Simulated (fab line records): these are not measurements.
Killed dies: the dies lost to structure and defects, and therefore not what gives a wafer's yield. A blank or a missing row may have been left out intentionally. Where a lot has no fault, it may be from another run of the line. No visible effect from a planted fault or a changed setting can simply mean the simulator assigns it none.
Which of the tools did it?	flow n5-finfet	9 lots, 27 wafers sampled, at 4 steps of a route of 1938

WHAT THE GAUGES READ, wafer by wafer
N5_BEOL_M4_RC_MEAS_101.
lot	measured	on	IOFF_N (nA/um)
L541	day 8 06:47	prober-01	0.189 0.159 0.153
L542	day 9 03:01	prober-01	0.153 0.196 0.126
L545	day 9 09:43	prober-01	0.134 0.174 0.166
L551	day 10 19:15	prober-02	0.138 1.632 0.145
L552	day 11 01:07	prober-02	6.366 1.853 0.128
L553	day 11 13:58	prober-01	0.164 0.172 0.171
L557	day 12 04:54	prober-02	0.163 0.152 0.161
L559	day 13 06:08	prober-02	0.165 0.133 0.132
L560	day 13 05:35	prober-01	0.154 0.140 0.146

WHICH TOOL RAN EACH LOT (tool, then ch and the chambers of the sampled wafers, then the start)
lot	N5_SD_EPI_N_SD_RECESS_17	N5_BEOL_M4_CMP_52	N5_BEOL_M4_DEP_57
L541	rie-si-03 ch 0,1,2, day 3 02:07	cmp-03 ch 0,1, day 8 05:34	pecvd-01 ch 0,1,2, day 8 06:04
L542	rie-si-06 ch 0,2,3, day 3 08:08	cmp-01 ch 0,2,3, day 9 02:25	pecvd-03 ch 0,1, day 9 02:54
L545	rie-si-06 ch 1,2,3, day 4 04:30	cmp-01 ch 0,1,3, day 9 09:04	pecvd-01 ch 1,2, day 9 09:34
L551	rie-si-06 ch 0,2, day 5 18:24	cmp-01 ch 1,3, day 10 18:38	pecvd-01 ch 0,2, day 10 19:08
L552	rie-si-06 ch 0,3, day 5 22:06	cmp-01 ch 2,3, day 11 00:23	pecvd-01 ch 0,2, day 11 00:50
L553	rie-si-04 ch 0,1,3, day 6 07:09	cmp-03 ch 0,1,2, day 11 12:52	pecvd-04 ch 0,1,2, day 11 13:41
L557	rie-si-04 ch 0,2,3, day 7 04:09	cmp-02 ch 0,2,3, day 12 04:08	pecvd-04 ch 0,1,2, day 12 04:37
L559	rie-si-04 ch 0,2,3, day 7 13:11	cmp-03 ch 0,1,3, day 13 05:18	pecvd-03 ch 0,2, day 13 05:43
L560	rie-si-04 ch 0,2,3, day 7 20:10	cmp-02 ch 1,2,3, day 13 04:58	pecvd-04 ch 0,1,2, day 13 05:28
- N5_SD_EPI_N_SD_RECESS_17: chemistry HBr/Cl2/O2, target depth 41 nm, time 23.7 s, bt time 3 s.
- N5_BEOL_M4_CMP_52: polishes, stops on SiOC, t overpolish 6.8 s, target thk 40 nm.
- N5_BEOL_M4_DEP_57: deposits SiCN from 3MS/NH3, target thk 8 nm, time 14 s.

THE ANSWER, worked out from the rows above alone
Rule: the usual values come from the lots themselves. Put in order of their means at a reading, lots are off if they are a third of the lots or fewer, leave a main group of 4 or more, and stand apart from it by a gap of 3 or more times the standard deviation of the main group's means; of several such gaps the widest counts. A main group is skipped when, at the precision printed for the reading in the tables above, its means are all equal. A lot without any number at a reading at which 4 lots or more have one is off too. The other lots that the step has rows for count as sound.
Off: L551, L552, at N5_BEOL_M4_RC_MEAS_101 (IOFF_N). Mean 0.157 nA/um and standard deviation 0.0088 in the main group.
A tool fits if, at a process step before that reading, it ran every lot that is off, and no sound lot after the first of them. Gauges at N5_BEOL_M4_RC_MEAS_101: tried the same way as those tools. Can't be told from this: 3 tools fit, rie-si-06 at N5_SD_EPI_N_SD_RECESS_17, cmp-01 at N5_BEOL_M4_CMP_52, pecvd-01 at N5_BEOL_M4_DEP_57.

WHAT THE SIMULATOR HAD INSERTED
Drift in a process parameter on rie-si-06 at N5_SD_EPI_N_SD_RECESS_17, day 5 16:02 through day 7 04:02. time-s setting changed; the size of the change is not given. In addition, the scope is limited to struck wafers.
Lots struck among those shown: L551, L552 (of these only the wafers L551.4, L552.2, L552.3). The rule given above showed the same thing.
